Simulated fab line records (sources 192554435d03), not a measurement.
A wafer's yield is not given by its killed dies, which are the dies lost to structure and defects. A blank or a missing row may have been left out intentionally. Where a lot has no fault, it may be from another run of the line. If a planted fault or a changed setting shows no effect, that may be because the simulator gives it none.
Matching of chambers || flow n5Finfet || N5_DUMMY_GATE_ALD_02 on aldSin-04 has 4 sister chambers
The step deposits SiO2, target thk 2 nm, pulse time 1 s. 16 wafers are shown with their chamber, then 8 later ones without.

## EACH WAFER AND ITS CHAMBER
{"wafer": "L074.2", "chamber": 1, "heaterPowerW (W)": 530, "precursorPulseHeightRel": 0.981}
{"wafer": "L074.4", "chamber": 2, "heaterPowerW (W)": 498, "precursorPulseHeightRel": 0.981}
{"wafer": "L074.6", "chamber": 2, "heaterPowerW (W)": 510, "precursorPulseHeightRel": 0.996}
{"wafer": "L075.2", "chamber": 3, "heaterPowerW (W)": 498, "precursorPulseHeightRel": 0.964}
{"wafer": "L075.5", "chamber": 2, "heaterPowerW (W)": 489, "precursorPulseHeightRel": 1.048}
{"wafer": "L075.6", "chamber": 3, "heaterPowerW (W)": 491, "precursorPulseHeightRel": 1.006}
{"wafer": "L079.2", "chamber": 2, "heaterPowerW (W)": 499, "precursorPulseHeightRel": 0.987}
{"wafer": "L079.3", "chamber": 3, "heaterPowerW (W)": 490, "precursorPulseHeightRel": 0.990}
{"wafer": "L079.4", "chamber": 0, "heaterPowerW (W)": 472, "precursorPulseHeightRel": 0.983}
{"wafer": "L080.1", "chamber": 1, "heaterPowerW (W)": 543, "precursorPulseHeightRel": 1.018}
{"wafer": "L080.3", "chamber": 3, "heaterPowerW (W)": 493, "precursorPulseHeightRel": 1.002}
{"wafer": "L080.4", "chamber": 2, "heaterPowerW (W)": 501, "precursorPulseHeightRel": 0.989}
{"wafer": "L082.1", "chamber": 0, "heaterPowerW (W)": 467, "precursorPulseHeightRel": 1.012}
{"wafer": "L082.3", "chamber": 3, "heaterPowerW (W)": 482, "precursorPulseHeightRel": 1.023}
{"wafer": "L082.5", "chamber": 2, "heaterPowerW (W)": 500, "precursorPulseHeightRel": 1.016}
{"wafer": "L083.3", "chamber": 0, "heaterPowerW (W)": 469, "precursorPulseHeightRel": 0.996}

SIGNATURES, as means of the wafers listed above
{"reading": "heaterPowerW", "chamber 0": 469.33, "chamber 1": 536.50, "chamber 2": 499.50, "chamber 3": 490.80, "scatter within a chamber": 6.17}
{"reading": "precursorPulseHeightRel", "chamber 0": 0.99700, "chamber 1": 0.99950, "chamber 2": 1.00283, "chamber 3": 0.99700, "scatter within a chamber": 0.0227}
Rule: for each reading, subtract the chamber's mean from the wafer's reading, divide by that reading's scatter and square the result; add these up over the readings and take the root, which gives the wafer's distance from the chamber. If the next closest chamber is less than 2 further off than the closest, the wafer can't be placed; otherwise it belongs to the closest. How the scatter is found: for the shown wafers, subtract from each reading the mean of its chamber, square and add these, divide the total by (wafers less chambers), then take the root.

## WAFERS WHOSE CHAMBER IS MISSING
{"wafer": "L083.4", "heaterPowerW (W)": 535, "precursorPulseHeightRel": 0.992}
{"wafer": "L083.5", "heaterPowerW (W)": 489, "precursorPulseHeightRel": 1.012}
{"wafer": "L088.1", "heaterPowerW (W)": 537, "precursorPulseHeightRel": 1.008}
{"wafer": "L088.2", "heaterPowerW (W)": 489, "precursorPulseHeightRel": 0.971}
{"wafer": "L088.4", "heaterPowerW (W)": 469, "precursorPulseHeightRel": 1.052}
{"wafer": "L092.1", "heaterPowerW (W)": 538, "precursorPulseHeightRel": 1.005}
{"wafer": "L092.3", "heaterPowerW (W)": 482, "precursorPulseHeightRel": 1.014}
{"wafer": "L092.5", "heaterPowerW (W)": 536, "precursorPulseHeightRel": 1.014}

## CHAMBER TAKEN BY EACH
{"wafer": "L083.4", "from the rows above": 1, "in truth": 1}
{"wafer": "L083.5", "from the rows above": "can't be placed: 3 or 2", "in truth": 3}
{"wafer": "L088.1", "from the rows above": 1, "in truth": 1}
{"wafer": "L088.2", "from the rows above": "can't be placed: 3 or 2", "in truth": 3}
{"wafer": "L088.4", "from the rows above": "can't be placed: 0 or 3", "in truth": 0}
{"wafer": "L092.1", "from the rows above": 1, "in truth": 1}
{"wafer": "L092.3", "from the rows above": "can't be placed: 3 or 0 or 2", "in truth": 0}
{"wafer": "L092.5", "from the rows above": 1, "in truth": 1}
Placed correctly: 4 of 8. Can't be placed from these rows: 4 (the true chamber is among the candidates in 4). Number placed wrongly: 0.
